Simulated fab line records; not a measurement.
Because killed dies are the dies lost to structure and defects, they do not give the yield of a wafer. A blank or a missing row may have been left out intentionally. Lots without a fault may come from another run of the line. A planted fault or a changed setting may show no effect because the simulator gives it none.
fab line records	flow n5Finfet
record: lots: 7	wafers: 39
route steps=1938 shown WELL_APT@55 DUMMY_GATE@228 GATE_CUT@477
startH: start of the lot's first displayed wafer, in hours after the record's first day	waitH: time in hours since the lot's previous step	" repeats the value in the row above	L1.1+2: one row covering several wafers at once	- value missing, or start not given	* or withheld: withheld	< > ~ a bound
route shown NAME@n: NAME is a module with steps in the file, n the number in the route of the first one	usual: mean/standard deviation of fault-free wafers	same: alike in all rows	chamber/n: place in a boat	sites: readings site by site	_std_site: the standard deviation of these	_edge_site: inner sites' mean taken away from outer sites' mean	radiusMm: how far each site lies from the wafer's centre	mask NAME#n: copy n	behind: the most recent tool/chamber to have shaped the wafer	hold: cause of the lot's hold/its duration in hours/its outcome	device: which transistor (n, p or np) failed to switch	end of line: the same wafers' tests at the end of the route	for a step that has no rows: nothing shown but its recipe	killed: the dies lost at the first sort to structure and to defects; this is not the yield of the wafer	map: per-die view of a wafer (x killed, . not killed, _ where there is no die)
set.NAME: the setting the step ran with; set.NAME@STEP: the setting that earlier step ran with	model.NAME: the simulator's own value behind a step, which no gauge read
lots whose settings were changed on purpose; a table a step, a row a wafer
== steps ==
step: N5_WELL_APT_EPI_41
recipe: material: Si	targetThkA: 500	tempC: 650	precursor: SiH4/H2	pressureTorr: 20	timeS: 297.7
lot.wafer	tool	chamber	startH	waitH	set.targetThkA	model.Si_of_WELL_APT_EPI_41.thkNm
L075.1	epiRpcvd-03	0	22.33	0.0	537.3	51.93
L075.2	"	0	"	"	500	49.11
L075.3	"	0	"	"	500	49.89
L075.4	"	0	"	"	500	48.93
L075.5	"	0	"	"	537.3	53.57
L075.6	"	0	"	"	537.3	53.36
L080.1+4	epiRpcvd-01	0	51.92	0.0	535.2	53.43
L080.2	"	0	"	"	535.2	53.42
L080.3	"	0	"	"	500	49.93
L080.5	"	0	"	"	500	50.21
L080.6	"	0	"	"	500	50.19
L083.1	epiRpcvd-01	0	69.90	0.0	514.7	52.37
L083.2	"	0	"	"	500	50.83
L083.3	"	0	"	"	514.7	51.98
L083.4	"	0	"	"	514.7	52.03
L083.5	"	0	"	"	500	50.33
L083.6	"	0	"	"	500	50.78
L086.1	epiRpcvd-01	0	88.86	0.0	500	50.18
L086.2	"	0	"	"	500	50.88
L086.3	"	0	"	"	465	46.85
L086.4	"	0	"	"	465	47.43
L086.5	"	0	"	"	500	50.46
L086.6	"	0	"	"	465	46.49
L092.4	epiRpcvd-03	0	124.91	0.6	500	49.24
L092.5	"	0	"	"	500	48.86
L092.6	"	0	"	"	500	48.91
L093.1	epiRpcvd-01	0	130.83	0.0	529.1	53.48
L093.2	"	0	"	"	500	50.77
L093.3	"	0	"	"	500	51.38
L093.4	"	0	"	"	529.1	54.17
L093.5	"	0	"	"	500	50.55
L093.6	"	0	"	"	529.1	53.58
L097.1	epiRpcvd-03	0	154.10	0.2	500	49.44
L097.2	"	0	"	"	500	49.64
L097.3	"	0	"	"	475.8	47.23
L097.4	"	0	"	"	500	49.14
L097.5	"	0	"	"	475.8	47.01
L097.6	"	0	"	"	475.8	46.48
step: N5_DUMMY_GATE_EXPOSE_12
recipe: maskId: GATE	na: 0.33	sourceShape: annular	sigmaInner: 0.2	sigmaOuter: 0.6	polarization: unpolarized	targetCdNm: 25	doseMj: 34
lot.wafer	tool	chamber	startH	waitH	mask	set.doseMj
L075.1+4+5	euvScanner-01	0	51.96	-	GATE#0	34
L075.2+3+6	"	0	"	"	GATE#0	36.14
L080.1+2+6	euvScanner-02	0	81.51	-	GATE#0	34
L080.3+4+5	"	0	"	"	GATE#0	31.53
L083.1+4+5	euvScanner-02	0	101.11	-	GATE#0	36.52
L083.2+3+6	"	0	"	"	GATE#0	34
L086.1+2+4	euvScanner-02	0	118.36	-	GATE#0	36.26
L086.3+5+6	"	0	"	"	GATE#0	34
L092.4+5+6	euvScanner-02	0	154.84	-	GATE#0	34
L093.1+2+6	euvScanner-01	0	161.93	-	GATE#0	34
L093.3+4+5	"	0	"	"	GATE#0	35.53
L097.1+3+6	euvScanner-01	0	184.24	-	GATE#0	36.64
L097.2+4+5	"	0	"	"	GATE#0	34
step: N5_DUMMY_GATE_PEB_13
recipe: pebTempC: 100	pebTimeS: 60	resist: CAR-EUV
step: N5_DUMMY_GATE_DEVELOP_14
recipe: developTimeS: 30	developer: TMAH	resist: CAR-EUV	rinseLiquid: surfactantRinse	dry: airSpin	devTempC: 23
step: N5_DUMMY_GATE_CD_MEAS_15
recipe: targetCdNm: 25.8	landingEnergyEv: 500	detector: seInlens
usual: cdNm: 24.90/0.24
lot.wafer	tool	chamber	startH	waitH	set.doseMj@DUMMY_GATE_EXPOSE_12	cdNm
L075.1	cdSem-02	0	52.09	-	34	25.06
L075.2	"	0	"	"	36.14	24.10
L075.3	"	0	"	"	36.14	23.79
L075.4	"	0	"	"	34	24.89
L075.5	"	0	"	"	34	25.04
L075.6	"	0	"	"	36.14	23.55
L080.1	cdSem-01	0	81.63	-	34	24.93
L080.2	"	0	"	"	34	24.59
L080.3	"	0	"	"	31.53	25.91
L080.4	"	0	"	"	31.53	26.03
L080.5	"	0	"	"	31.53	25.80
L080.6	"	0	"	"	34	24.44
L083.1	cdSem-01	0	101.23	-	36.52	23.94
L083.2	"	0	"	"	34	24.81
L083.3	"	0	"	"	34	24.83
L083.4	"	0	"	"	36.52	23.14
L083.5	"	0	"	"	36.52	23.79
L083.6	"	0	"	"	34	24.99
L086.1	cdSem-02	0	118.49	-	36.26	23.80
L086.2	"	0	"	"	36.26	23.63
L086.3	"	0	"	"	34	25.08
L086.4	"	0	"	"	36.26	23.50
L086.5	"	0	"	"	34	24.73
L086.6	"	0	"	"	34	24.80
L092.4	cdSem-01	0	154.96	-	34	24.67
L092.5	"	0	"	"	34	24.80
L092.6	"	0	"	"	34	24.63
L093.1	cdSem-01	0	162.06	-	34	24.79
L093.2	"	0	"	"	34	24.95
L093.3	"	0	"	"	35.53	24.22
L093.4	"	0	"	"	35.53	24.04
L093.5	"	0	"	"	35.53	24.16
L093.6	"	0	"	"	34	24.92
L097.1	cdSem-01	0	184.37	-	36.64	22.99
L097.2	"	0	"	"	34	24.66
L097.3	"	0	"	"	36.64	23.20
L097.4	"	0	"	"	34	25.08
L097.5	"	0	"	"	34	24.82
L097.6	"	0	"	"	36.64	23.79
step: N5_DUMMY_GATE_STRIP_38
recipe: chemistry: N2/H2	tempC: 40	n2FlowSccm: 200	h2FlowSccm: 200	rfFrequencyHz: 6e+07
step: N5_DUMMY_GATE_STRIP_39
recipe: chemistry: N2/H2	tempC: 40	n2FlowSccm: 200	h2FlowSccm: 200	rfFrequencyHz: 6e+07
step: N5_DUMMY_GATE_TRIM_49
recipe: chemistry: O2	resist: SOC	timeS: 29	targetCdNm: 14	sourcePowerW: 300	biasPowerW: 0	O2_flow_sccm: 100	tempC: 20
lot.wafer	tool	chamber	startH	waitH	set.doseMj@DUMMY_GATE_EXPOSE_12	model.DUMMY_GATE.cdNm
L075.1	rieSi-02	2	52.44	0.0	34	14.2
L075.2	"	1	"	"	36.14	13.6
L075.3	"	0	"	"	36.14	13
L075.4+5	"	3,2	"	"	34	14.4
L075.6	"	3	"	"	36.14	13.2
L080.1	rieSi-02	3	81.99	0.0	34	14
L080.2+6	"	1,3	"	"	34	14.2
L080.3	"	0	"	"	31.53	15.2
L080.4+5	"	2,0	"	"	31.53	15.6
L083.1+4	rieSi-01	3,1	101.59	0.0	36.52	12.6
L083.2+6	"	1,2	"	"	34	14
L083.3	"	2	"	"	34	14.2
L083.5	"	3	"	"	36.52	12.8
L086.1+2	rieSi-02	1,3	118.85	0.0	36.26	13
L086.3	"	2	"	"	34	14
L086.4	"	0	"	"	36.26	12.4
L086.5	"	1	"	"	34	14.2
L086.6	"	0	"	"	34	13.8
L092.4	rieSi-01	3	156.10	0.0	34	14
L092.5	"	1	"	"	34	13.6
L092.6	"	0	"	"	34	13.8
L093.1	rieSi-06	2	162.44	0.0	34	13.8
L093.2	"	3	"	"	34	14
L093.3	"	1	"	"	35.53	13.6
L093.4	"	0	"	"	35.53	13
L093.5	"	3	"	"	35.53	13.4
L093.6	"	0	"	"	34	14.2
L097.1	rieSi-02	3	184.73	0.0	36.64	12.8
L097.2	"	0	"	"	34	13.6
L097.3	"	2	"	"	36.64	13
L097.4+5	"	1,2	"	"	34	13.8
L097.6	"	1	"	"	36.64	12.6
step: N5_DUMMY_GATE_STRIP_40
recipe: chemistry: CF4	resist: SiARC	powerW: 300	biasPowerW: 75	pressureMtorr: 50	cf4FlowSccm: 150	rfFrequencyHz: 6e+07
step: N5_DUMMY_GATE_CD_MEAS_50
recipe: targetCdNm: 14
usual: cdNm: 14.1/0.32
lot.wafer	tool	chamber	startH	waitH	set.doseMj@DUMMY_GATE_EXPOSE_12	cdNm
L075.1	cdSem-03	-	52.59	0.0	34	14.1
L075.2	"	-	"	"	36.14	13.1
L075.3	"	-	"	"	36.14	12.7
L075.4	"	-	"	"	34	14.2
L075.5	"	-	"	"	34	14.8
L075.6	"	-	"	"	36.14	13.0
L080.1	cdSem-01	-	82.14	0.0	34	14.2
L080.2	"	-	"	"	34	14.2
L080.3	"	-	"	"	31.53	15.1
L080.4	"	-	"	"	31.53	15.7
L080.5	"	-	"	"	31.53	15.4
L080.6	"	-	"	"	34	14.4
L083.1	cdSem-03	-	101.74	0.0	36.52	12.7
L083.2	"	-	"	"	34	14.1
L083.3	"	-	"	"	34	13.9
L083.4	"	-	"	"	36.52	12.3
L083.5	"	-	"	"	36.52	13.1
L083.6	"	-	"	"	34	14.0
L086.1	cdSem-02	-	119.12	0.0	36.26	12.8
L086.2	"	-	"	"	36.26	13.3
L086.3	"	-	"	"	34	14.1
L086.4	"	-	"	"	36.26	12.3
L086.5	"	-	"	"	34	14.2
L086.6	"	-	"	"	34	14.0
L092.4	cdSem-01	-	156.47	0.0	34	13.7
L092.5	"	-	"	"	34	13.5
L092.6	"	-	"	"	34	13.9
L093.1	cdSem-03	-	162.59	0.0	34	14.0
L093.2	"	-	"	"	34	14.2
L093.3	"	-	"	"	35.53	13.5
L093.4	"	-	"	"	35.53	12.7
L093.5	"	-	"	"	35.53	13.6
L093.6	"	-	"	"	34	14.4
L097.1	cdSem-02	-	184.94	0.0	36.64	12.7
L097.2	"	-	"	"	34	13.6
L097.3	"	-	"	"	36.64	12.8
L097.4	"	-	"	"	34	13.7
L097.5	"	-	"	"	34	13.7
L097.6	"	-	"	"	36.64	12.5
step: N5_DUMMY_GATE_ETCH_32
recipe: chemistry: CF4	target: SiO2	targetDepthA: 35	timeS: 3.9	ionEnergyEv: 350	pressureMtorr: 10	icpW: 800	biasW: 400	cf4FlowSccm: 80
lot.wafer	tool	chamber	startH	waitH	set.timeS	model.etch.depthNm
L075.1	rieSi-01	3	52.90	0.1	3.9	3.497
L075.2	"	2	"	"	4.41	3.95
L075.3	"	0	"	"	3.9	3.558
L075.4	"	1	"	"	4.41	3.995
L075.5	"	3	"	"	3.9	3.501
L075.6	"	0	"	"	4.41	4.048
L080.1	rieSi-01	1	82.44	0.1	4.792	4.368
L080.2	"	0	"	"	3.9	3.596
L080.3	"	3	"	"	4.792	4.291
L080.4	"	2	"	"	3.9	3.489
L080.5	"	0	"	"	4.792	4.393
L080.6	"	3	"	"	3.9	3.527
L083.1	rieSi-06	2	102.03	0.1	3.9	3.42
L083.2	"	0	"	"	3.9	3.486
L083.3	"	3	"	"	3.9	3.504
L083.4	"	1	"	"	3.9	3.432
L083.5	"	2	"	"	3.9	3.445
L083.6	"	1	"	"	3.9	3.455
L086.1	rieSi-02	1	119.42	0.1	3.9	3.543
L086.2	"	0	"	"	3.9	3.629
L086.3	"	2	"	"	3.026	2.714
L086.4	"	3	"	"	3.026	2.68
L086.5	"	1	"	"	3.026	2.754
L086.6	"	2	"	"	3.9	3.527
L092.4	rieSi-02	1	156.76	0.1	3.9	3.558
L092.5	"	2	"	"	3.9	3.483
L092.6	"	1	"	"	3.9	3.56
L093.1	rieSi-01	2	162.88	0.1	4.73	4.232
L093.2	"	1	"	"	3.9	3.542
L093.3	"	0	"	"	3.9	3.566
L093.4	"	3	"	"	4.73	4.217
L093.5	"	2	"	"	4.73	4.226
L093.6	"	1	"	"	3.9	3.548
L097.1	rieSi-06	1	185.31	0.1	3.9	3.396
L097.2	"	2	"	"	3.46	2.981
L097.3	"	3	"	"	3.46	3.117
L097.4	"	0	"	"	3.46	3.069
L097.5	"	0	"	"	3.9	3.432
L097.6	"	1	"	"	3.9	3.385
step: N5_DUMMY_GATE_ETCH_23
recipe: chemistry: HBr/Cl2/O2	HBr_flow_sccm: 150	Cl2_flow_sccm: 80	O2_flow_sccm: 12	biasW: 102	targetDepthA: 410	timeS: 22.3	target: poly-Si	maskMaterial: SiO2	pressureMtorr: 10	icpW: 800
step: N5_DUMMY_GATE_ETCH_44
recipe: chemistry: HBr/O2	overEtchFrac: 0.7	targetDepthA: 1275	stopOn: SiO2	ionEnergyEv: 60	biasW: 20	target: poly-Si	maskMaterial: SiO2	pressureMtorr: 20	icpW: 400	HBr_flow_sccm: 120	O2_flow_sccm: 10
lot.wafer	tool	chamber	startH	waitH	set.doseMj@DUMMY_GATE_EXPOSE_12	model.DUMMY_GATE.cdNm
L075.1+5	rieSi-01	3	52.98	0.0	34	15.6
L075.2	"	2	"	"	36.14	14.6
L075.3	"	0	"	"	36.14	14.4
L075.4	"	1	"	"	34	15.2
L075.6	"	0	"	"	36.14	14.2
L080.1	rieSi-01	1	82.53	0.0	34	14.6
L080.2+6	"	0,3	"	"	34	15.2
L080.3	"	3	"	"	31.53	16.2
L080.4	"	2	"	"	31.53	16.4
L080.5	"	0	"	"	31.53	16.6
L083.1+4	rieSi-06	2,1	102.12	0.0	36.52	13.8
L083.2+6	"	0,1	"	"	34	14.6
L083.3	"	3	"	"	34	15
L083.5	"	2	"	"	36.52	14
L086.1	rieSi-02	1	119.50	0.0	36.26	13.8
L086.2	"	0	"	"	36.26	14.2
L086.3	"	2	"	"	34	15.4
L086.4	"	3	"	"	36.26	13.4
L086.5	"	1	"	"	34	15.6
L086.6	"	2	"	"	34	15
L092.4	rieSi-02	1	156.85	0.0	34	15.4
L092.5	"	2	"	"	34	14.6
L092.6	"	1	"	"	34	14.8
L093.1+2	rieSi-01	2,1	162.97	0.0	34	14.8
L093.3	"	0	"	"	35.53	14.6
L093.4	"	3	"	"	35.53	14
L093.5	"	2	"	"	35.53	14.4
L093.6	"	1	"	"	34	15
L097.1	rieSi-06	1	185.40	0.0	36.64	14
L097.2	"	2	"	"	34	14.8
L097.3	"	3	"	"	36.64	13.8
L097.4	"	0	"	"	34	14.4
L097.5	"	0	"	"	34	14.6
L097.6	"	1	"	"	36.64	13.6
step: N5_GATE_CUT_HM_DEP_46
recipe: material: SiO2	targetThkA: 1300	tempC: 400	precursor: TEOS/O2	pressureTorr: 6.5	rfW: 900	teosFlowSccm: 161.4	gas: O2	flowSccm: 2650	timeS: 26.6
lot.wafer	tool	chamber	startH	waitH	set.targetThkA	model.SiO2_of_GATE_CUT_HM_DEP_46.thkNm
L075.1	pecvd-03	2	87.14	0.0	1300	126.6
L075.2	"	1	"	"	1300	127.8
L075.3	"	2	"	"	1300	128.4
L075.4	"	1	"	"	1183	117.4
L075.5	"	2	"	"	1183	117.6
L075.6	"	1	"	"	1183	118.2
L080.1	pecvd-02	2	121.49	0.0	1300	128.8
L080.2	"	0	"	"	1300	129
L080.3	"	2	"	"	1300	131.2
L080.4+5	"	0,2	"	"	1300	132
L080.6	"	0	"	"	1300	131.6
L083.1	pecvd-03	2	138.73	0.0	1177	116.8
L083.2	"	0	"	"	1300	129
L083.3	"	1	"	"	1177	117.2
L083.4	"	0	"	"	1300	129.4
L083.5	"	1	"	"	1300	131.2
L083.6	"	2	"	"	1177	119.4
L086.1	pecvd-03	0	154.12	0.0	1300	129.6
L086.2	"	1	"	"	1475	145.8
L086.3	"	2	"	"	1300	128.4
L086.4	"	2	"	"	1475	149.2
L086.5	"	1	"	"	1475	147.8
L086.6	"	0	"	"	1300	131
L092.4	pecvd-01	1	193.92	0.1	1300	131
L092.5	"	0	"	"	1300	129.6
L092.6	"	2	"	"	1300	130
L093.1	pecvd-03	2	200.24	0.0	1300	131.6
L093.2	"	0	"	"	1381	138.2
L093.3	"	1	"	"	1300	130.8
L093.4	"	2	"	"	1300	131.8
L093.5	"	0	"	"	1381	140.2
L093.6	"	1	"	"	1381	140.4
L097.1	pecvd-01	1	223.35	0.0	1300	126.8
L097.2	"	0	"	"	1437	139.8
L097.3	"	1	"	"	1300	128.4
L097.4	"	0	"	"	1437	142.8
L097.5	"	0	"	"	1300	128.8
L097.6	"	1	"	"	1437	141.8
step: N5_GATE_CUT_COAT_34
recipe: resist: SOC	tempC: 250	timeS: 60	spinRpm: 1500	resistThkNm: 60
step: N5_GATE_CUT_COAT_35
recipe: resist: SiARC	tempC: 220	timeS: 60	spinRpm: 1500	resistThkNm: 10
step: N5_GATE_CUT_STRIP_38
recipe: chemistry: N2/H2	tempC: 40	n2FlowSccm: 200	h2FlowSccm: 200	rfFrequencyHz: 6e+07
step: N5_GATE_CUT_STRIP_39
recipe: chemistry: N2/H2	tempC: 40	n2FlowSccm: 200	h2FlowSccm: 200	rfFrequencyHz: 6e+07
step: N5_GATE_CUT_HM_OPEN_40
recipe: chemistry: C4F6/O2	target: SiO2	maskMaterial: SiARC	targetDepthA: 1390	timeS: 85.1	ionEnergyEv: 250	pressureMtorr: 30	sourceW: 345	biasW: 185	Ar_flow_sccm: 300	C4F6_flow_sccm: 10	O2_flow_sccm: 10	ends: cleared
usual: etchRfOnTimeS: 94.8/2.3
lot.wafer	tool	chamber	startH	waitH	set.targetThkA@GATE_CUT_HM_DEP_46	etchRfOnTimeS	model.etch.depthNm	model.SOC_of_GATE_CUT_COAT_34.thkNm
L075.1	rieDiel-04	2	87.80	0.0	1300	93.2	126.6	33.6
L075.2	"	1	"	"	1300	91.4	127.9	33.4
L075.3	"	3	"	"	1300	91.0	128.4	32.8
L075.4	"	0	"	"	1183	88.6	117.4	35
L075.5	"	2	"	"	1183	86.2	117.6	35.4
L075.6	"	3	"	"	1183	83.9	118.1	35.2
L080.1	rieDiel-04	0	122.14	0.0	1300	96.1	128.9	32.6
L080.2	"	1	"	"	1300	92.3	129	33.2
L080.3	"	2	"	"	1300	96.1	131.2	32.4
L080.4	"	3	"	"	1300	93.1	132	31.8
L080.5	"	0	"	"	1300	99.0	132	32.2
L080.6	"	3	"	"	1300	92.4	131.7	32
L083.1	rieDiel-05	1	143.89	0.0	1177	84.2	116.8	35.4
L083.2	"	0	"	"	1300	92.7	129.1	33
L083.3	"	3	"	"	1177	87.3	117.2	35.4
L083.4	"	2	"	"	1300	94.0	129.5	33
L083.5	"	3	"	"	1300	97.8	131.3	32.6
L083.6	"	2	"	"	1177	86.4	119.5	35.2
L086.1	rieDiel-04	2	155.27	0.0	1300	96.1	129.5	32.6
L086.2	"	0	"	"	1475	109.1	145.8	28.8
L086.3	"	3	"	"	1300	89.9	128.4	32.6
L086.4	"	1	"	"	1475	107.6	149.2	28.6
L086.5	"	0	"	"	1475	110.6	147.7	28.4
L086.6	"	1	"	"	1300	93.8	130.9	32.4
L092.4	rieDiel-05	2	194.65	0.0	1300	95.6	131.1	32.8
L092.5	"	2	"	"	1300	94.7	129.6	33
L092.6	"	1	"	"	1300	93.1	130	32.8
L093.1	rieDiel-04	3	200.99	0.0	1300	93.7	131.6	31.8
L093.2	"	0	"	"	1381	103.5	138.2	30.6
L093.3	"	1	"	"	1300	95.6	130.9	32.6
L093.4	"	0	"	"	1300	100.3	131.8	32
L093.5	"	3	"	"	1381	99.9	140.2	30
L093.6	"	1	"	"	1381	101.8	140.3	30.4
L097.1	rieDiel-05	0	224.12	0.0	1300	92.9	126.8	33.6
L097.2	"	2	"	"	1437	101.7	139.8	31.2
L097.3	"	3	"	"	1300	93.8	128.5	33.4
L097.4	"	1	"	"	1437	102.9	142.8	30.2
L097.5	"	3	"	"	1300	93.9	128.7	33.2
L097.6	"	2	"	"	1437	103.2	141.7	30.6
== key ==
split: step: N5_WELL_APT_EPI_41	setting: targetThkA	stated: 500	by: wafer
response: step: N5_WELL_APT_EPI_41	reading: model.Si_of_WELL_APT_EPI_41.thkNm	change: +0.493	per: 1%	r: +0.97
split: step: N5_DUMMY_GATE_EXPOSE_12	setting: doseMj	stated: 34	by: wafer
response: step: N5_DUMMY_GATE_CD_MEAS_15	reading: cdNm	change: -0.181	per: 1%	r: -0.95
response: step: N5_DUMMY_GATE_TRIM_49	reading: model.DUMMY_GATE.cdNm	change: -0.165	per: 1%	r: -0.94
response: step: N5_DUMMY_GATE_CD_MEAS_50	reading: cdNm	change: -0.176	per: 1%	r: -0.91
response: step: N5_DUMMY_GATE_ETCH_44	reading: model.DUMMY_GATE.cdNm	change: -0.155	per: 1%	r: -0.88
split: step: N5_DUMMY_GATE_ETCH_32	setting: timeS	stated: 3.9	by: wafer
response: step: N5_DUMMY_GATE_ETCH_32	reading: model.etch.depthNm	change: +0.035	per: 1%	r: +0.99
split: step: N5_GATE_CUT_HM_DEP_46	setting: targetThkA	stated: 1300	by: wafer
response: step: N5_GATE_CUT_HM_DEP_46	reading: model.SiO2_of_GATE_CUT_HM_DEP_46.thkNm	change: +1.27	per: 1%	r: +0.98
response: step: N5_GATE_CUT_HM_OPEN_40	reading: etchRfOnTimeS	change: *	per: 1%	r: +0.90
response: step: N5_GATE_CUT_HM_OPEN_40	reading: model.etch.depthNm	change: +1.27	per: 1%	r: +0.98
response: step: N5_GATE_CUT_HM_OPEN_40	reading: model.SOC_of_GATE_CUT_COAT_34.thkNm	change: -0.267	per: 1%	r: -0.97
